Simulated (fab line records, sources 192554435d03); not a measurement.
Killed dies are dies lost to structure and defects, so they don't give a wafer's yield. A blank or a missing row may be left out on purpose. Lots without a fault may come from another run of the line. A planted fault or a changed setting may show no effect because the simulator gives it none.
fab line records | flow n5_finfet
record lots=6 wafers=18 last_day=19
route steps=1938 shown BEOL_M1@826 BEOL_M4@1111 PASSIVATION@1936
lots that met no fault: from a run of the same line without faults
start_h: hours from the record's first day to the start of the lot's first wafer shown | wait_h: hours since the lot's step before | " the same as in the row above | L1.1+2: a row that stands for several wafers | - no value, or no start given | * or withheld: withheld | < > ~ a bound
route shown NAME@n: a module of which the file shows steps, and the number in the route of the first | usual: mean/standard deviation of fault-free wafers | same: alike in all rows | chamber/n: place in a boat | sites: the reading at each site | _std_site: their standard deviation | _edge_site: outer sites' mean less inner sites' | radius_mm: how far each site lies from the wafer's centre | mask NAME#n: copy n | behind: the tool/chamber that last shaped the wafer | hold: why the lot was held/for how many hours/how that ended | device: the transistor (n, p or np) that didn't switch | end of line: the same wafers' tests at the end of the route | a step without rows: its recipe alone | killed: dies lost to structure and defects at the first sort, not the wafer's yield | map: a wafer's dies, x killed, . not, _ none there
set.NAME: the setting as run; set.NAME@STEP: as run at that earlier step | model.NAME: the simulator's own value behind a step, which no gauge read
lots at some steps of the route; a table a step, a row a wafer
services: from which hour (start_h, from the record's first day; less than 0 if before it) a tool's chamber was out of use, for how many hours, and why
## steps
# step N5_BEOL_M1_SPUTTER_92
# recipe material=Cu target_thk_a=45 temp_c=-20 chamber_pressure_pa=0.07 power_w=withheld time_s=8.29
# usual chamber_pressure_pa=0.07/0.00014 chuck_gas_flow_sccm=1.26/0.049 throttle_valve_pct=29.9/1.1
# columns lot.wafer tool chamber start_h wait_h chamber_pressure_pa chuck_gas_flow_sccm throttle_valve_pct
L874.1 pvd_sputter-02 - 144.11 0.1 0.07034 1.24 29.5
L874.3 " - " " 0.07019 1.28 31.8
L874.5 " - " " 0.06982 1.27 30.0
L884.1 pvd_sputter-02 - 207.74 0.1 0.06997 1.26 31.5
L884.5 " - " " 0.07005 1.27 31.6
L884.6 " - " " 0.06999 1.27 29.6
L890.3 pvd_sputter-01 - 237.47 0.1 0.06986 1.17 30.2
L890.4 " - " " 0.06995 1.23 29.4
L890.5 " - " " 0.06987 1.23 31.0
L891.3 pvd_sputter-01 - 243.79 0.1 0.07004 1.28 30.0
L891.4 " - " " 0.06985 1.28 31.0
L891.5 " - " " 0.07002 1.30 29.8
L894.1 pvd_sputter-02 - 258.96 0.1 0.07002 1.22 29.8
L894.3 " - " " 0.07027 1.29 30.2
L894.4 " - " " 0.07002 1.26 31.7
L896.1 pvd_sputter-01 - 275.01 0.1 0.07012 1.32 29.7
L896.4 " - " " 0.06989 1.20 29.9
L896.5 " - " " 0.07019 1.20 29.6
# step N5_BEOL_M1_ANNEAL_93
# recipe temp_c=400 time_s=240 ambient=vacuum
# step N5_BEOL_M1_SPUTTER_94
# recipe material=Cu target_thk_a=45 temp_c=-20 chamber_pressure_pa=0.07 power_w=withheld time_s=8.29
# step N5_BEOL_M1_ANNEAL_95
# recipe temp_c=400 time_s=240 ambient=vacuum
# usual heater_power_w=791/96
# columns lot.wafer tool chamber start_h wait_h heater_power_w
L874.1 pvd_sputter-02 - 144.41 0.0 813
L874.3 " - " " 714
L874.5 " - " " 942
L884.1 pvd_sputter-02 - 208.04 0.0 694
L884.5 " - " " 702
L884.6 " - " " 808
L890.3 pvd_sputter-01 - 237.77 0.0 809
L890.4 " - " " 905
L890.5 " - " " 725
L891.3 pvd_sputter-01 - 244.09 0.0 792
L891.4 " - " " 747
L891.5 " - " " 897
L894.1 pvd_sputter-02 - 259.26 0.0 956
L894.3 " - " " 714
L894.4 " - " " 715
L896.1 pvd_sputter-01 - 275.31 0.0 888
L896.4 " - " " 798
L896.5 " - " " 892
# step N5_BEOL_M1_SPUTTER_96
# recipe material=Cu target_thk_a=45 temp_c=-20 chamber_pressure_pa=0.07 power_w=withheld time_s=8.29
# usual chamber_pressure_pa=0.06998/0.00015 chuck_gas_flow_sccm=1.26/0.055 throttle_valve_pct=30.0/1.1
# columns lot.wafer tool chamber start_h wait_h chamber_pressure_pa chuck_gas_flow_sccm throttle_valve_pct
L874.1 pvd_sputter-02 - 144.55 0.1 0.06999 1.29 29.6
L874.3 " - " " 0.06997 1.29 31.8
L874.5 " - " " 0.07005 1.26 30.0
L884.1 pvd_sputter-02 - 208.18 0.1 0.07008 1.33 31.5
L884.5 " - " " 0.06995 1.29 31.8
L884.6 " - " " 0.0699 1.30 29.9
L890.3 pvd_sputter-01 - 237.91 0.1 0.07012 1.31 29.9
L890.4 " - " " 0.06986 1.27 29.5
L890.5 " - " " 0.06997 1.18 30.8
L891.3 pvd_sputter-01 - 244.23 0.1 0.06983 1.22 30.1
L891.4 " - " " 0.07009 1.29 31.2
L891.5 " - " " 0.06998 1.24 29.5
L894.1 pvd_sputter-02 - 259.40 0.1 0.07008 1.25 29.6
L894.3 " - " " 0.06984 1.32 30.4
L894.4 " - " " 0.06982 1.29 31.7
L896.1 pvd_sputter-01 - 275.45 0.1 0.06978 1.33 29.8
L896.4 " - " " 0.06987 1.36 30.2
L896.5 " - " " 0.06994 1.31 29.5
# step N5_BEOL_M1_ECD_50
# recipe material=Cu target_thk_a=3000
# step N5_BEOL_M1_ANNEAL_51
# recipe temp_c=225 time_s=90 ambient=N2
# usual wafer_temp_C_max=226.00/0.25
# columns lot.wafer tool chamber start_h wait_h wafer_temp_C_max
L874.1 rtp_anneal-02 0 144.89 0.2 226.58
L874.3 " 0 " " 226.16
L874.5 " 0 " " 225.73
L884.1 rtp_anneal-01 0 208.38 0.1 226.53
L884.5 " 0 " " 226.23
L884.6 " 0 " " 225.95
L890.3 rtp_anneal-01 0 238.19 0.1 226.05
L890.4 " 0 " " 226.18
L890.5 " 0 " " 225.66
L891.3 rtp_anneal-02 0 245.11 0.7 225.81
L891.4 " 0 " " 225.86
L891.5 " 0 " " 225.91
L894.1 rtp_anneal-01 0 259.60 0.1 226.01
L894.3 " 0 " " 226.17
L894.4 " 0 " " 226.18
L896.1 rtp_anneal-02 0 275.64 0.1 226.07
L896.4 " 0 " " 226.23
L896.5 " 0 " " 226.21
# step N5_BEOL_M1_CMP_52
# recipe stop_on=SiOC t_overpolish_s=6.8 down_force_psi=1 platen_rpm=50 clearing_platen_down_force_psi=1.5 clearing_platen_rpm=50 post_cmp_clean=cu_alkaline target_thk_nm=40 clearing_platen_pad_velocity_m_s=0.99484 pad_velocity_m_s=0.99484
# step N5_BEOL_M1_THK_MEAS_53
# recipe thk_meas_gauge=xrf reads=Cu_of_BEOL_M1_ECD_50
# usual M1_THK=40.5/1.5
# columns lot.wafer tool chamber start_h wait_h M1_THK[nm]
L874.1 film_metro-02 - 145.49 - 41.0
L874.3 " - " " 42.0
L874.5 " - " " 41.0
L884.1 film_metro-02 - 208.97 - 39.7
L884.5 " - " " 41.6
L884.6 " - " " 42.5
L890.3 film_metro-02 - 238.70 - 38.3
L890.4 " - " " 39.9
L890.5 " - " " 40.5
L891.3 film_metro-01 - 245.62 - 38.7
L891.4 " - " " 41.3
L891.5 " - " " 40.9
L894.1 film_metro-01 - 260.19 - 42.2
L894.3 " - " " 40.8
L894.4 " - " " 40.8
L896.1 film_metro-01 - 276.23 - 38.3
L896.4 " - " " 41.3
L896.5 " - " " 41.7
# step N5_BEOL_M1_PRE_CLEAN_60
# recipe gas=NH3/H2 time_s=15 temp_c=* rf_power_w=300
# usual heater_power_w=72/12
# columns lot.wafer tool chamber start_h wait_h heater_power_w since_wet_clean_h
L874.1 cvd_co-02 1 145.52 0.0 89 9
L874.3 " 2 " " 83 446
L874.5 " 2 " " 82 -
L884.1 cvd_co-02 2 209.00 0.0 85 510
L884.5 " 1 " " 94 -
L884.6 " 2 " " 84 -
L890.3 cvd_co-01 0 238.73 0.0 59 780
L890.4 " 1 " " 79 -
L890.5 " 2 " " 60 -
L891.3 cvd_co-01 1 245.65 0.0 79 1224
L891.4 " 0 " " 59 -
L891.5 " 2 " " 59 -
L894.1 cvd_co-02 1 260.22 0.0 91 124
L894.3 " 0 " " 66 1020
L894.4 " 0 " " 65 -
L896.1 cvd_co-01 1 276.27 0.0 77 1255
L896.4 " 0 " " 58 -
L896.5 " 1 " " 79 -
# step N5_BEOL_M1_CO_CAP_55
# recipe material=Co target_thk_a=20 temp_c=200 precursor=CCTBA/H2 pressure_torr=30 time_s=102.1
# step N5_BEOL_M1_PRE_CLEAN_56
# recipe gas=NH3 time_s=15 temp_c=withheld rf_power_w=300
# step N5_BEOL_M1_DEP_57
# recipe material=SiCN target_thk_a=80 temp_c=withheld precursor=3MS/NH3 pressure_torr=3 rf_w=202 time_s=14
# usual chamber_pressure_Torr=3.000/0.0069 rf_fwd_power_W=198.9/0.79 showerhead_plenum_p_Torr=3.665/0.014 throttle_valve_pct=8.9/0.43
# columns lot.wafer tool chamber start_h wait_h chamber_pressure_Torr rf_fwd_power_W showerhead_plenum_p_Torr since_wet_clean_h throttle_valve_pct
L874.1 pecvd-02 1 145.69 0.0 3.004 198.1 3.638 1937 8.7
L874.3 " 0 " " 2.987 199.0 3.670 1212 9.2
L874.5 " 0 " " 2.992 198.7 3.676 - 9.3
L884.1 pecvd-03 0 209.16 0.0 3.000 199.3 3.660 913 9.1
L884.5 " 1 " " 2.997 198.6 3.646 - 9.7
L884.6 " 2 " " 2.997 199.1 3.678 - 8.0
L890.3 pecvd-02 0 238.89 0.0 - - - - -
L890.4 " 0 " " - - - - -
L890.5 " 2 " " - - - - -
L891.3 pecvd-03 1 245.81 0.0 - - - - -
L891.4 " 1 " " - - - - -
L891.5 " 0 " " - - - - -
L894.1 pecvd-03 2 260.38 0.0 3.006 198.9 3.679 210 8.1
L894.3 " 1 " " 2.999 200.0 3.648 1689 9.5
L894.4 " 1 " " 3.004 200.0 3.654 - 9.3
L896.1 pecvd-02 1 276.44 0.0 2.998 198.4 3.655 2068 8.5
L896.4 " 2 " " 2.989 198.7 3.677 - 9.3
L896.5 " 2 " " 3.000 199.6 3.674 - 9.0
# step N5_BEOL_M4_RC_MEAS_101
# usual DIBL_N=35.8/1.7 DIBL_P=35.3/2 IOFF_N=0.150/0.026 IOFF_P=0.194/0.029 ION_N=667/11 ION_P=456/7.1 SS_N=71.4/0.65 SS_P=73.1/0.64 VT_N=251/3 VT_P=-252/3.2
# columns lot.wafer tool chamber start_h wait_h DIBL_N[mV/V] DIBL_P[mV/V] IOFF_N[nA/um] IOFF_P[nA/um] ION_N[uA/um] ION_P[uA/um] SS_N[mV/dec] SS_P[mV/dec] VT_N[mV] VT_P[mV]
L874.1 prober-01 0 242.34 0.0 36.9 37.8 0.179 0.212 673 457 71.9 73.9 245 -250
L874.3 " 0 " " 34.6 34.3 0.137 0.184 660 452 70.8 72.6 251 -254
L874.5 " 0 " " 37.1 36.9 0.160 0.201 660 451 71.5 73.7 248 -252
L884.1 prober-02 0 286.57 0.0 37.1 38.5 0.168 0.261 674 459 71.4 73.6 250 -246
L884.5 " 0 " " 35.1 35.9 0.134 0.216 669 465 70.6 73.1 252 -247
L884.6 " 0 " " 35.1 34.1 0.126 0.182 656 449 70.7 72.2 253 -250
L894.1 prober-01 0 344.16 0.0 36.8 37.6 0.154 0.215 668 459 71.5 73.2 251 -251
L894.3 " 0 " " 36.1 36.8 0.144 0.207 670 464 71.6 73.1 250 -251
L894.4 " 0 " " 37.6 37.2 0.186 0.212 668 453 72.7 73.5 248 -252
L896.1 prober-02 0 349.42 0.0 37.4 38.4 0.191 0.199 681 451 71.3 74.2 247 -255
L896.4 " 0 " " 38.1 39.3 0.192 0.207 677 453 72.0 74.2 247 -252
L896.5 " 0 " " 34.7 35.7 0.144 0.164 666 447 71.4 73.0 248 -255
# step N5_PASSIVATION_PROBE_49
# usual defect_limited_yield=91.5/1.4 killed_at_M0_to_M3=34/11 killed_at_M4_up=15/6 killed_at_contacts=11/5.9 killed_at_front_end=37/11 killed_at_other=3.6/2.9 killed_dies=101/17 killed_open=66/12 killed_short=33/7.8 sort_bin_5_function=5.0/0.97 sort_bin_6_memory=3.2/0.65 sort_n_pass=1079/17 sort_yield_pct=91.4/1.4
# same gross_dies=1180 killed_at_back_side=0 sort_bin_4_leakage[%]=0 sort_bin_8_speed[%]=0
# columns lot.wafer tool chamber start_h wait_h defect_limited_yield[%] killed_at_M0_to_M3 killed_at_M4_up killed_at_contacts killed_at_front_end killed_at_other killed_dies killed_open killed_short sort_bin_5_function[%] sort_bin_6_memory[%] sort_n_pass sort_yield_pct[%]
L874.1 prober-02 - 341.06 0.0 94.0 27 15 5 22 2 71 51 20 3.5 2.4 1109 94.0
L874.3 prober-02 - 341.16 0.1 90.8 33 14 11 50 0 108 63 45 5.3 3.3 1072 90.8
L874.5 prober-02 - 341.26 0.2 92.5 29 16 9 31 3 88 66 19 4.2 3.1 1092 92.5
L884.6 prober-02 - 402.05 0.3 92.3 39 13 6 32 1 91 59 31 3.6 3.8 1089 92.3
L896.1 prober-02 - 462.25 0.0 84.4 73 15 16 76 4 184 127 55 9.6 5.8 996 84.4
L896.4 prober-02 - 462.40 0.2 90.1 38 8 2 65 4 117 69 47 5.8 3.8 1063 90.1
L896.5 prober-02 - 462.45 0.2 90.3 32 6 17 55 5 115 82 32 6.7 3.0 1065 90.3
# killed by level:class
L874.1 BEOL_M3:geometric_particle:open=7 BEOL_M4:geometric_particle:open=6 BEOL_M1:geometric_particle:open=5 FIN_SAQP:geometric_particle:open=4 BEOL_M2:geometric_particle:open=4 BEOL_M0_SAQP:geometric_particle:open=4 BEOL_M0_SAQP:geometric_particle:short=4 BEOL_M5:geometric_particle:open=4
L874.3 STI_FIN_REVEAL:geometric_particle:open=11 MOL_CONTACT_COAG:geometric_particle:open=9 BEOL_M1:geometric_particle:short=9 FIN_SAQP:geometric_particle:open=7 BEOL_M4:geometric_particle:open=7 FIN_SAQP:geometric_particle:short=6 GATE_CUT:geometric_particle:short=6 DUMMY_GATE:geometric_particle:open=5
L874.5 BEOL_M2:geometric_particle:open=13 BEOL_M4:geometric_particle:open=10 STI_FIN_REVEAL:geometric_particle:open=9 BEOL_M1:geometric_particle:open=7 DUMMY_GATE:geometric_particle:open=6 FIN_SAQP:geometric_particle:short=4 MOL_CONTACT_COAG:geometric_particle:open=4 BEOL_M3:geometric_particle:open=3
L884.6 GATE_CUT:geometric_particle:short=7 BEOL_M0_SAQP:geometric_particle:short=7 BEOL_M0_SAQP:geometric_particle:open=7 BEOL_M3:geometric_particle:open=6 BEOL_M4:geometric_particle:open=6 FIN_SAQP:geometric_particle:open=5 MOL_CONTACT_COAG:geometric_particle:open=5 BEOL_M2:geometric_particle:open=5
L896.1 BEOL_M0_SAQP:geometric_particle:short=20 FIN_SAQP:geometric_particle:open=15 STI_FIN_REVEAL:geometric_particle:open=15 BEOL_M0_SAQP:geometric_particle:open=15 MOL_CONTACT_COAG:geometric_particle:open=14 BEOL_M2:geometric_particle:open=14 BEOL_M3:geometric_particle:open=11 FIN_SAQP:geometric_particle:short=8
L896.4 FIN_SAQP:geometric_particle:open=20 BEOL_M0_SAQP:geometric_particle:short=14 STI_FIN_REVEAL:geometric_particle:open=11 BEOL_M0_SAQP:geometric_particle:open=11 FIN_SAQP:geometric_particle:short=9 GATE_CUT:geometric_particle:short=7 ILD0:geometric_particle:short=4 BEOL_M2:geometric_particle:open=4
L896.5 STI_FIN_REVEAL:geometric_particle:open=15 MOL_CONTACT_COAG:geometric_particle:open=12 BEOL_M3:geometric_particle:open=12 GATE_CUT:geometric_particle:open=7 GATE_CUT:geometric_particle:short=6 MOL_CONTACT_COAG:geometric_particle:short=5 BEOL_M2:geometric_particle:open=5 FIN_SAQP:geometric_particle:open=4
## services
# columns tool chamber start_h hours kind
cvd_co-02 0 122.66 6.9 repair
cvd_co-02 2 123.80 9.2 repair
pecvd-02 0 125.05 9.5 repair
pecvd-03 0 130.09 5.5 scheduled_down
cvd_co-01 - 134.37 2.8 pm
cvd_co-01 - 139.01 6.9 pm
pecvd-03 - 179.32 2.1 repair
rtp_anneal-02 - 180.63 2.9 pm
cvd_co-02 - 217.85 0.5 repair
pvd_sputter-02 - 228.43 5.9 repair
pecvd-03 1 229.11 16.5 scheduled_down
pecvd-03 - 229.72 4.3 pm
pecvd-03 0 236.89 5.9 repair
pecvd-02 0 273.39 5.5 scheduled_down
## key
first_sign step=N5_BEOL_M1_DEP_57 reading=tool_record direction=missing
effect none on later readings
met_at N5_BEOL_M1_DEP_57
struck_wafers L890.3,L890.4,L890.5,L891.3,L891.4,L891.5
rows_end L890.3,L890.4,L890.5,L891.3,L891.4,L891.5
onset_between 209.16 238.89
fault kind=skipped_step_whole tool=pecvd-02,pecvd-03 chamber=- onset_h=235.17 steps=N5_BEOL_M1_DEP_57 scope=struck_lots_only
# rows_end: these wafers met a further fault down the route, and their rows from its step on are left out
